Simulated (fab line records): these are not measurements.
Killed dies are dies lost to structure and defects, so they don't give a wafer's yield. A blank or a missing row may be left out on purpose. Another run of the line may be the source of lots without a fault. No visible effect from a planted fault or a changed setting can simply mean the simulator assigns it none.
Which tool was responsible? | flow nand-harc | Sampling: 12 lots, 36 wafers, 4 of 1159 route steps

== WHAT THE GAUGES SHOWED, per wafer ==
Not one reading of a measure or inspect step in the record can be checked against a usual standard deviation.

== WHAT TOOL EACH LOT RAN ON (gives the tool, then ch and the chambers of the sampled wafers, and finally the start) ==
lot  | NHARC_A_STAIRCASE_ETCH_253         | NHARC_A_STAIRCASE_ETCH_294                    | NHARC_A_STAIRCASE_EXPOSE_307      | NHARC_A_STAIRCASE_STRIP_316
L401 | rie-diel-08 ch 2,3, day 11 16:56   | rie-diel-04 ch 0,1, day 12 03:04 or earlier   | krf-scanner-02 ch 0, day 12 03:04 | rie-diel-12 ch 0,3, no start
L403 | rie-diel-12 ch 0,1,2, day 11 18:56 | rie-diel-08 ch 1,2,3, day 12 06:25 or earlier | krf-scanner-02 ch 0, day 12 06:25 | rie-diel-12 ch 1,2,3, no start
L406 | rie-diel-04 ch 1,3, day 12 07:10   | rie-diel-04 ch 0,1,3, day 12 16:52 or earlier | krf-scanner-02 ch 0, day 12 16:52 | rie-diel-12 ch 1,3, no start
L404 | rie-diel-08 ch 0,2,3, day 12 07:11 | rie-diel-12 ch 0,1,2, day 12 17:17 or earlier | krf-scanner-03 ch 0, day 12 17:17 | rie-diel-04 ch 0,1,2, no start
L405 | rie-diel-04 ch 0,2, day 12 12:39   | rie-diel-04 ch 0,1,2, day 13 00:34 or earlier | krf-scanner-01 ch 0, day 13 00:34 | rie-diel-08 ch 0,1,2, no start
L407 | rie-diel-12 ch 0,1,2, day 13 07:05 | rie-diel-08 ch 1,2, day 13 18:20 or earlier   | krf-scanner-02 ch 0, day 13 18:20 | rie-diel-04 ch 0,1,2, no start
L410 | rie-diel-12 ch 0,1,2, day 13 13:19 | rie-diel-12 ch 2,3, day 14 01:35 or earlier   | krf-scanner-03 ch 0, day 14 01:35 | rie-diel-04 ch 0,3, no start
L412 | rie-diel-08 ch 0,3, day 14 17:46   | rie-diel-08 ch 0,1, day 15 03:11 or earlier   | krf-scanner-02 ch 0, day 15 03:11 | rie-diel-12 ch 0,1,2, no start
L414 | rie-diel-12 ch 0,1,3, day 14 18:38 | rie-diel-12 ch 0,1,3, day 15 06:44 or earlier | krf-scanner-01 ch 0, day 15 06:44 | rie-diel-04 ch 0,1,2, no start
L417 | rie-diel-12 ch 0,2, day 15 20:22   | rie-diel-12 ch 0,1,3, day 16 06:59 or earlier | krf-scanner-02 ch 0, day 16 06:59 | rie-diel-04 ch 1,3, no start
L424 | rie-diel-12 ch 0,3, day 17 05:08   | rie-diel-04 ch 2,3, day 17 13:39 or earlier   | krf-scanner-03 ch 0, day 17 13:39 | rie-diel-12 ch 0,1, no start
L423 | rie-diel-12 ch 1,2,3, day 17 05:49 | rie-diel-08 ch 0,3, day 17 16:54 or earlier   | krf-scanner-02 ch 0, day 17 16:54 | rie-diel-08 ch 1,2, no start
- NHARC_A_STAIRCASE_ETCH_253: etches the open film in C4F8/O2, target depth 50 nm, time 20.2 s.
- NHARC_A_STAIRCASE_ETCH_294: etches the open film in C4F8/O2/Ar, target depth 4992 nm, time 1212.4 s.
- NHARC_A_STAIRCASE_EXPOSE_307: exposes mask CHOP 50.
- NHARC_A_STAIRCASE_STRIP_316: strips in O2.

== WHAT THE TOOLS THEMSELVES READ (means of the sampled wafers that have a number; where no wafer has one, the mark that the record gives instead) ==
NHARC_A_STAIRCASE_ETCH_253.
lot  | tool        | oes-product-au (a.u.) | rf-vpp-V (V)
L401 | rie-diel-08 | 0.927                 | 901
L403 | rie-diel-12 | 0.943                 | 897
L406 | rie-diel-04 | 0.949                 | 898
L404 | rie-diel-08 | 0.975                 | 899
L405 | rie-diel-04 | 0.924                 | 896
L407 | rie-diel-12 | 0.946                 | 897
L410 | rie-diel-12 | 0.969                 | 896
L412 | rie-diel-08 | 0.949                 | 896
L414 | rie-diel-12 | 0.941                 | 896
L417 | rie-diel-12 | 0.962                 | 899
L424 | rie-diel-12 | 0.960                 | 896
L423 | rie-diel-12 | 0.985                 | 899

NHARC_A_STAIRCASE_ETCH_294.
lot  | tool        | oes-product-au (a.u.) | rf-vpp-V (V)
L401 | rie-diel-04 | 0.931                 | 1831
L403 | rie-diel-08 | 0.930                 | 1839
L406 | rie-diel-04 | 0.948                 | 1829
L404 | rie-diel-12 | 0.946                 | 1828
L405 | rie-diel-04 | 0.924                 | 1831
L407 | rie-diel-08 | 0.919                 | 1840
L410 | rie-diel-12 | 0.935                 | 1842
L412 | rie-diel-08 | 0.940                 | 1834
L414 | rie-diel-12 | 0.917                 | 1827
L417 | rie-diel-12 | 0.927                 | 1826
L424 | rie-diel-04 | 0.946                 | 1824
L423 | rie-diel-08 | 0.933                 | 1825

NHARC_A_STAIRCASE_EXPOSE_307.
lot  | tool           | exposure-dose-mJ-cm2 | reticle-temp-C (C)
L401 | krf-scanner-02 | 45.68                | 22.95
L403 | krf-scanner-02 | 45.73                | 23.13
L406 | krf-scanner-02 | 45.72                | 22.99
L404 | krf-scanner-03 | 45.71                | 22.94
L405 | krf-scanner-01 | 45.67                | 23.11
L407 | krf-scanner-02 | 45.72                | 23.09
L410 | krf-scanner-03 | 45.77                | 22.92
L412 | krf-scanner-02 | 45.72                | 23.10
L414 | krf-scanner-01 | 45.76                | 23.10
L417 | krf-scanner-02 | 28.09                | 23.08
L424 | krf-scanner-03 | 45.73                | 23.11
L423 | krf-scanner-02 | 31.59                | 22.95

NHARC_A_STAIRCASE_STRIP_316.
lot  | tool        | drypump-motor-current-A (A) | oes-product-au (a.u.) | rf-vpp-V (V) | showerhead-plenum-p-Torr (Torr) | throttle-valve-pct (%)
L401 | rie-diel-12 | 5.34                        | 0.990                 | 57.9         | 3.62                            | 17.036
L403 | rie-diel-12 | 5.58                        | 0.998                 | 58.4         | 3.64                            | 17.038
L406 | rie-diel-12 | 5.49                        | 0.994                 | 57.8         | 3.62                            | 17.033
L404 | rie-diel-04 | 5.80                        | 0.995                 | 58.1         | 3.58                            | 17.036
L405 | rie-diel-08 | 5.48                        | 0.994                 | 58.1         | 3.63                            | 17.033
L407 | rie-diel-04 | 5.79                        | 0.990                 | 57.9         | 3.58                            | 17.035
L410 | rie-diel-04 | 5.62                        | 0.993                 | 57.2         | 3.55                            | 17.033
L412 | rie-diel-12 | 5.74                        | 0.997                 | 57.9         | 3.54                            | 17.038
L414 | rie-diel-04 | 5.80                        | 0.990                 | 57.5         | 3.57                            | 17.039
L417 | rie-diel-04 | 5.75                        | 1.011                 | 57.6         | 3.53                            | 17.046
L424 | rie-diel-12 | 5.89                        | 0.996                 | 58.0         | 3.43                            | 17.036
L423 | rie-diel-08 | 5.64                        | 0.993                 | 58.4         | 3.69                            | 17.039

== THE ANSWER, worked out from the rows above alone ==
Rule: what is usual is taken from the lots themselves. The widest of any qualifying gaps counts: lots, ordered by their means at a reading, are off when they make up no more than a third of the lots, leave a main group of 4 or more, and stand apart from it by 3 or more times the standard deviation of that group's means. Not used: any main group whose means are identical at the precision the tables above print for the reading. A lot without any number at a reading at which 4 lots or more have one is off too. The other lots that the step has rows for count as sound. The gauges are gone through in route order, then the tools' own readings, and for those a lot's mean is taken as printed above. At the first step where some lot is off, the reading lying furthest off is the one used; lots without a number count as furthest.
Off, at NHARC_A_STAIRCASE_EXPOSE_307 on exposure-dose-mJ-cm2: L417, L423. Main group: mean 45.72, sd 0.029.
A tool fits if, at that step or a process step before it, it ran every lot that is off, and no sound lot after the first of them. Because NHARC_A_STAIRCASE_ETCH_294 lacks a start for some lots, the hours and order of its lots are taken from NHARC_A_STAIRCASE_EXPOSE_307. One candidate fits, namely krf-scanner-02 at NHARC_A_STAIRCASE_EXPOSE_307. Its last sound lot is L412 (day 15 03:11), its first lot that is off L417 (day 16 06:59): a fault that began between those two fits.
On the lots that are off, the tool's own readings at NHARC_A_STAIRCASE_EXPOSE_307 differ by more than 5 times the standard deviation of the sound lots' means, which bears it out; exposure-dose-mJ-cm2 reads 29.84 there versus 45.72 on the sound lots.

== WHAT WAS PUT IN BY THE SIMULATOR ==
Drift in process parameters on krf-scanner-02 at NHARC_A_STAIRCASE_EXPOSE_307, starting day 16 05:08. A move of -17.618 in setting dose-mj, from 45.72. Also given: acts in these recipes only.
Lots struck among those shown: L417, L423. The same result came from the rule above.
